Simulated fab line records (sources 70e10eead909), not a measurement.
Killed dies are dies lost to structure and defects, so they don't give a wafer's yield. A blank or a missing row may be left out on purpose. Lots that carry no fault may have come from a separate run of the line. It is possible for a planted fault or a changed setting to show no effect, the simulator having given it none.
Comparing a struck lot with a sound one + flow nandHarc + 33 steps out of a route of 1159
Sound: wafers L742.1, L742.4, L742.5. Struck: wafer L753.3. (L753.1, L753.2 of the same lot were not struck and are left out.) The cause comes at the end.
Per side, at each step with rows, come the tool, then ch with its chambers, and then its first start. Under that, the readings that differ: sound wafers + struck wafers + difference of the means + sigmas: that difference in standard deviations of wafers without a fault.
alike: words and numbers the same on both sides, and readings whose means are apart by under 2 such deviations; not compared: readings that were withheld, readings missing a value for some wafer, numbers with overlapping values and no deviation given by the record, and bounds like >300 which may hide the same value.
Wherever a step has rows on one side only, a row that says differs or no value, or a row with sigmas, the two part there. Numbers that don't overlap but have no deviation are shown without sigmas and don't part them. A reading missing from all wafers of one side parts the sides only when that side holds two or more wafers.

first, 1 step without rows for these wafers: NHARC_P_M1_ETCH_35 (etches the open film in N2/H2, target depth 40 nm, overetch 12 nm, time 43.94 s).
NHARC_P_M1_ETCH_15: etches the open film in C4F8/Ar, target depth 182.5 nm, time 91.2 s.
  sound on rieDiel-13 ch 0,1; struck on rieDiel-13 ch 3
  alike: oesProductAu, rfFwdPowerW, rfVppV
  not compared: rfHoursCounterH
NHARC_P_M1_CD_MEAS_16:
  sound: cdSem-03 at day 6 22:09; struck: cdSem-01 at day 10 13:50
  alike: cdNm
then, 3 steps without rows for these wafers: NHARC_P_M1_STRIP_18 (strips in N2/H2); NHARC_P_M1_ETCH_28 (etches the open film in CF4/N2, target depth 30 nm, time 72.99 s); NHARC_P_M1_STRIP_19 (strips in post etch residue remover, time 600 s).
NHARC_P_M1_DEGAS_29: time 60 s.
  sound: pvdSputter-02 at day 6 22:52; struck: pvdSputter-02 at day 10 14:34
| reading          | sound       | struck | difference | sigmas |
|------------------|-------------|--------|------------|--------|
| heaterPowerW (W) | 261 310 306 | 377    | +85        | +2     |
then, 5 steps without rows for these wafers: NHARC_P_M1_PRE_CLEAN_30 (time 30 s); NHARC_P_M1_PVD_20 (deposits TaN, target thk 5 nm, time 8.06 s); NHARC_P_M1_PVD_21 (deposits Cu, target thk 30 nm, time 20.49 s); NHARC_P_M1_ECD_22 (material Cu, target thk 400 nm); NHARC_P_M1_ANNEAL_31 (time 90 s).
NHARC_P_M1_CMP_23: polishes, t overpolish 20 s, target thk 157.82 nm.
  sound on cmp-03 ch 1,3, day 7 00:07; struck on cmp-02 ch 2, day 10 15:38
  alike: edgeZonePressureFrac, motorCurrentA, timeToEndpointS
NHARC_P_M1_THK_MEAS_24: measures by xrf.
  sound: filmMetro-01 at day 7 00:26; struck: filmMetro-01 at day 10 15:56
| reading    | sound             | struck | difference | sigmas |
|------------|-------------------|--------|------------|--------|
| thkNm (nm) | 156.5 158.8 156.2 | 160.8  | +3.6       | +3     |
next, for these wafers, 1 step has no rows: NHARC_P_M1_SRD_25.
NHARC_P_M1_INSPECT_27:
  sound: defectInspect-02 at day 7 00:35; struck: defectInspect-02 at day 10 16:06
| reading        | sound       | struck | difference | sigmas |
|----------------|-------------|--------|------------|--------|
| rawDefectCount | 131 407 196 | 1353   | +1108      | +9     |
NHARC_P_M1_PRE_CLEAN_32: time 12 s.
  sound on pecvd-04 ch 1,2, day 7 00:40; struck on pecvd-04 ch 2, day 10 16:15
  alike: heaterPowerW, rfFwdPowerW
NHARC_P_M1_DEP_33: deposits SiCN, target thk 30 nm.
  sound on pecvd-04 ch 1,2, day 7 00:47; struck on pecvd-04 ch 2, day 10 16:20
| reading         | sound             | struck | difference | sigmas |
|-----------------|-------------------|--------|------------|--------|
| rfFwdPowerW (W) | 452.1 451.4 449.9 | 447.3  | -3.8       | -3     |
  alike: heaterPowerW
then, 10 steps without rows for these wafers: NHARC_P_M2_DEP_00 (deposits SiOC, target thk 182.5 nm); NHARC_P_M2_DEHYDRATE_01 (time 120 s); NHARC_P_M2_HMDS_02 (time 30 s); NHARC_P_M2_COAT_34 (time 65 s); NHARC_P_M2_COAT_03 (resist thk 90 nm); NHARC_P_M2_SOFTBAKE_04 (time 55 s); NHARC_P_M2_EBR_05; NHARC_P_M2_EXPOSE_06 (exposes mask P M2, target cd 170 nm); NHARC_P_M2_PEB_07 (peb time 65 s); NHARC_P_M2_DEVELOP_08 (develop time 35 s).
NHARC_P_M2_CD_MEAS_09 targets a cd of 170 nm.
  sound on cdSem-02 ch 0, day 7 01:58; struck on cdSem-03 ch 0, day 10 17:35
  alike: cdNm
NHARC_P_M2_OVL_MEAS_10: pitch 340 nm.
  sound: overlay-02 at day 7 02:04; struck: overlay-02 at day 10 17:40
| reading         | sound          | struck | difference | sigmas |
|-----------------|----------------|--------|------------|--------|
| overlayYNm (nm) | -1.2 -1.6 -0.9 | 0.6    | +1.8       | +2     |
  alike: overlayXNm
NHARC_P_M2_INSPECT_11:
  sound: defectInspect-02 at day 7 02:07; struck: defectInspect-02 at day 10 17:42
| reading        | sound | struck | difference | sigmas      |
|----------------|-------|--------|------------|-------------|
| rawDefectCount | 4 5 5 | 1166   | +1161      | +99 or more |
NHARC_P_M2_DESCUM_14: chemistry O2, time 3 s.
  sound on rieDiel-06 ch 1,2,3, day 7 02:11; struck on rieDiel-06 ch 1, day 10 17:46
  alike: drypumpMotorCurrentA, o2FlowSccm, oesProductAu, rfVppV, showerheadPlenumPTorr, throttleValvePct
  not compared: rfHoursCounterH
-- record jumps: 13 days between struck wafers' starts before vs after; left off in module P_M2, resumes in module END, first step shown is number 1159 of the route --
NHARC_END_SORT_01:
  sound on prober-02 ch 0, day 20 00:26; struck on prober-01 ch 0, day 23 17:40
| reading                | sound          | struck | difference | sigmas      |
|------------------------|----------------|--------|------------|-------------|
| defectLimitedYield (%) | 95.7 95.4 97.6 | 19.9   | -76.3      | -45         |
| killedAtPeriphery      | 4 2 2          | 523    | +520       | +99 or more |
| killedDies             | 29 31 16       | 542    | +517       | +43         |
| sort_bin_2_pct (%)     | 1.9 1.3 0.4    | 33.1   | +31.9      | +52         |
| sort_bin_3_pct (%)     | 0.15 0.30 0    | 9.16   | +9.01      | +41         |
| sort_bin_4_pct (%)     | 2.2 3.0 1.9    | 37.8   | +35.4      | +30         |
| sortNPass              | 648 646 661    | 135    | -517       | -43         |
| sortRimYieldPct (%)    | 97.2 99.1 98.1 | 17.0   | -81.1      | -28         |
| sortYieldPct (%)       | 95.7 95.4 97.6 | 19.9   | -76.3      | -45         |
  alike: killedAtArray, killedAtOther, killedOpen, killedShort

WHERE THEY PART
At NHARC_P_M1_DEGAS_29 first; at NHARC_END_SORT_01 last (within this record only).

WHY: the cause the simulator had injected
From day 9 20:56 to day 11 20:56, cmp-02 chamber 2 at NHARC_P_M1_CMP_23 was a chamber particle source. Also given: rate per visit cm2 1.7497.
